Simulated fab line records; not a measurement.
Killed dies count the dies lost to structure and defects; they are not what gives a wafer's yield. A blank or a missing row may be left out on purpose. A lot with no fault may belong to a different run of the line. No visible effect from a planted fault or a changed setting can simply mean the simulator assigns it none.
Matching of chambers -- flow nand_harc -- rie_diel-11 running NHARC_P_M1_ETCH_15: 4 sister chambers
The step etches the open film in C4F8/Ar, target depth 182.5 nm, time 91.2 s. 4 wafers are shown with their chamber, then 7 later ones without.

## WAFERS WITH THEIR CHAMBER
wafer,chamber,rf_vpp_V (V)
L732.4,2,443.5
L732.6,1,439.4
L734.2,0,443.2
L734.5,3,441.0

## WAFERS MISSING THEIR CHAMBER
wafer,rf_vpp_V (V)
L734.6,443.2
L735.2,440.8
L735.3,444.0
L735.5,439.7
L738.2,439.7
L738.3,444.7
L738.4,438.2

## THE CHAMBER EACH PASSED THROUGH
wafer,from the rows above,in truth
L734.6,can't be placed: 0 or 2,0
L735.2,can't be placed: 3 or 1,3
L735.3,can't be placed: 2 or 0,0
L735.5,can't be placed: 1 or 3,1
L738.2,can't be placed: 1 or 3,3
L738.3,can't be placed: 2 or 0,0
L738.4,1,1
Correctly placed: 1 of 7. These rows do not allow placing 6 (true chamber among the candidates in 6). 0 placed wrongly.
How it was worked out, from the rows above alone: a wafer's distance from a chamber is the root of the sum, over the readings, of the square of ((its reading less the chamber's mean) divided by the reading's scatter). If the next closest chamber is less than 2 further off than the closest, the wafer can't be placed; otherwise it belongs to the closest. Each chamber's mean is taken over the wafers shown for it. The scatter: with one shown wafer a chamber, the root of the mean of the squares of how far each hidden wafer lies from its nearest shown one.
